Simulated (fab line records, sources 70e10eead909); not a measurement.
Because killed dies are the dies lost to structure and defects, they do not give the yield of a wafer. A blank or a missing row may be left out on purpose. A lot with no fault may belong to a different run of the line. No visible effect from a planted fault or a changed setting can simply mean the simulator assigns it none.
Which tool was responsible? | flow nand harc | 12 lots, 36 wafers sampled, at 5 steps of a route of 1302

WHAT EACH GAUGE READ, for each wafer
NHARC_A_ONON_D1_THK_MEAS_18: measures by ellipsometry.
lot  | measured     | on            | thk nm (nm)
L125 | day 8 10:55  | film metro-02 | 995 996 994
L127 | day 9 09:07  | film metro-01 | 1000 1000 999
L130 | day 11 01:06 | film metro-01 | 1017 1016 1019
L131 | day 11 01:06 | film metro-02 | 1000 1000 999
L132 | day 11 13:44 | film metro-02 | 1011 1014 1011
L133 | day 12 03:45 | film metro-02 | 993 993 993
L138 | day 13 21:37 | film metro-02 | 998 999 999
L139 | day 14 18:47 | film metro-01 | 1009 1011 1010
L142 | day 15 14:07 | film metro-01 | 982 985 984
L143 | day 16 00:01 | film metro-02 | 1011 1010 1010
L144 | day 16 11:19 | film metro-02 | 998 999 999
L145 | day 16 15:02 | film metro-01 | 1008 1009 1010

NHARC_END_SORT_01.
lot  | measured     | on        | killed at array | killed at other | killed at periphery | killed dies | killed open | killed short
L138 | day 30 10:46 | prober-01 | 64 63           | 1 2             | 0 1                 | 65 66       | 0 4         | 2 1
L143 | day 33 04:55 | prober-01 | 68 57 62        | 0 0 2           | 2 1 2               | 70 58 66    | 1 3 0       | 2 0 4

WHAT TOOL EACH LOT RAN ON (gives the tool, then ch and the chambers of the sampled wafers, and finally the start)
lot  | NHARC_A_CHANNEL_HOLE_D1_ETCH_33  | NHARC_A_CHANNEL_FILL_D1_ALD_14   | NHARC_A_CHANNEL_FILL_D1_STRIP_29
L125 | har etch-02 ch 0,1, day 8 22:56  | ald hk-04 ch 1,2,3, day 9 07:53  | rie diel-05 ch 2,3, no start
L127 | har etch-01 ch 0,1, day 10 05:01 | ald hk-03 ch 0,1,3, day 10 14:42 | rie diel-05 ch 0,2,3, no start
L130 | har etch-01 ch 0,1, day 11 12:28 | ald hk-03 ch 0,1,3, day 11 20:58 | rie diel-01 ch 1,2,3, no start
L131 | har etch-02 ch 1, day 11 12:05   | ald hk-02 ch 0,2,3, day 11 21:02 | rie diel-06 ch 2,3, no start
L132 | har etch-02 ch 0, day 12 04:06   | ald hk-04 ch 0,1,2, day 12 13:10 | rie diel-01 ch 1,3, no start
L133 | har etch-01 ch 0,1, day 12 18:27 | ald hk-03 ch 1,2,3, day 13 03:33 | rie diel-01 ch 0,1,3, no start
L138 | har etch-02 ch 0,1, day 14 09:41 | ald hk-03 ch 0,2,3, day 14 19:05 | rie diel-06 ch 2,3, day 30 10:46 or earlier
L139 | har etch-01 ch 0, day 15 05:38   | ald hk-03 ch 1,2, day 15 14:36   | rie diel-06 ch 0,1, no start
L142 | har etch-01 ch 0,1, day 16 00:59 | ald hk-04 ch 0,1, day 16 10:35   | rie diel-06 ch 0,1, no start
L143 | har etch-01 ch 0,1, day 16 10:59 | ald hk-02 ch 0,3, day 16 20:38   | rie diel-01 ch 0,1,3, day 33 04:55 or earlier
L144 | har etch-01 ch 0,1, day 16 22:27 | ald hk-04 ch 0,3, day 17 07:26   | rie diel-06 ch 2,3, day 18 19:07
L145 | har etch-01 ch 0,1, day 17 12:16 | ald hk-04 ch 0,3, day 17 21:07   | rie diel-01 ch 0,2,3, day 19 08:04
- NHARC_A_CHANNEL_HOLE_D1_ETCH_33: etches the open film in C4F8/O2/Ar, time 90 s, target depth 400 nm.
- NHARC_A_CHANNEL_FILL_D1_ALD_14: deposits SiO2, target thk 2.5 nm, pulse time 10 s, ald cycles 25.
- NHARC_A_CHANNEL_FILL_D1_STRIP_29: strips in O2, time 20 s.

AS READ BY THE TOOLS THEMSELVES (means over the sampled wafers that have a number; for cases with no such wafer, the mark the record gives instead)
NHARC_A_CHANNEL_HOLE_D1_ETCH_33.
lot  | tool        | drypump motor current A (A) | showerhead plenum p Torr (Torr) | throttle valve pct (%)
L125 | har etch-02 | 5.8                         | 3.49                            | 27.613
L127 | har etch-01 | 5.9                         | 3.70                            | 27.632
L130 | har etch-01 | 6.0                         | 3.64                            | 27.622
L131 | har etch-02 | 6.3                         | 3.48                            | 27.628
L132 | har etch-02 | 5.5                         | 3.46                            | 27.626
L133 | har etch-01 | 6.1                         | 3.64                            | 27.619
L138 | har etch-02 | 5.8                         | 3.45                            | 27.613
L139 | har etch-01 | 5.7                         | 3.73                            | 27.620
L142 | har etch-01 | 5.9                         | 3.66                            | 27.614
L143 | har etch-01 | 5.9                         | 3.65                            | 27.616
L144 | har etch-01 | 5.9                         | 3.65                            | 27.629
L145 | har etch-01 | 6.0                         | 3.59                            | 27.623

NHARC_A_CHANNEL_FILL_D1_ALD_14.
lot  | tool      | heater power w (W) | precursor pulse height rel
L125 | ald hk-04 | 474                | 1.011
L127 | ald hk-03 | 440                | 1.004
L130 | ald hk-03 | 439                | 0.993
L131 | ald hk-02 | 455                | 1.012
L132 | ald hk-04 | 465                | 1.013
L133 | ald hk-03 | 453                | 0.997
L138 | ald hk-03 | 422                | 1.013
L139 | ald hk-03 | 476                | 1.009
L142 | ald hk-04 | 485                | 0.986
L143 | ald hk-02 | 452                | 0.999
L144 | ald hk-04 | 469                | 0.998
L145 | ald hk-04 | 459                | 0.999

NHARC_A_CHANNEL_FILL_D1_STRIP_29.
lot  | tool        | drypump motor current A (A) | oes product au (a.u.) | rf vpp V (V) | showerhead plenum p Torr (Torr) | throttle valve pct (%)
L125 | rie diel-05 | 6.2                         | 0.998                 | 58.6         | 3.65                            | 17.032
L127 | rie diel-05 | 6.2                         | 0.992                 | 58.2         | 3.62                            | 17.040
L130 | rie diel-01 | 5.3                         | 1.001                 | 58.9         | 3.71                            | 17.032
L131 | rie diel-06 | 5.3                         | 0.997                 | 56.3         | 3.37                            | 17.045
L132 | rie diel-01 | 4.9                         | 0.998                 | 58.7         | 3.66                            | 17.039
L133 | rie diel-01 | 4.9                         | 0.989                 | 58.5         | 3.59                            | 17.028
L138 | rie diel-06 | 5.6                         | 1.008                 | 58.0         | 3.42                            | 17.035
L139 | rie diel-06 | 6.6                         | 0.984                 | 56.7         | 3.36                            | 17.050
L142 | rie diel-06 | 6.6                         | 0.990                 | 57.0         | 3.36                            | 17.038
L143 | rie diel-01 | 4.9                         | 0.991                 | 58.4         | 3.58                            | 17.038
L144 | rie diel-06 | 5.3                         | 1.005                 | 57.8         | 3.37                            | 17.032
L145 | rie diel-01 | 5.2                         | 0.997                 | 58.6         | 3.58                            | 17.037

THE ANSWER, worked out from the rows above alone
Rule: the lots themselves supply what counts as usual. Put in order of their means at a reading, lots are off if they are a third of the lots or fewer, leave a main group of 4 or more, and stand apart from it by a gap of 3 or more times the standard deviation of the main group's means; of several such gaps the widest counts. A main group whose means are all the same, to the digits that the tables above print for the reading, isn't used. Also off: a lot with no number at a reading for which 4 or more lots have one. Any other lot the step has rows for is counted as sound. First the gauges in route order, then the tools' own readings, where a lot's mean is used as printed above. At the first step where some lot is off, the reading lying furthest off is the one used; lots without a number count as furthest.
None of the lots is off at any reading shown; this tells nothing.

WHAT THE SIMULATOR HAD INSERTED
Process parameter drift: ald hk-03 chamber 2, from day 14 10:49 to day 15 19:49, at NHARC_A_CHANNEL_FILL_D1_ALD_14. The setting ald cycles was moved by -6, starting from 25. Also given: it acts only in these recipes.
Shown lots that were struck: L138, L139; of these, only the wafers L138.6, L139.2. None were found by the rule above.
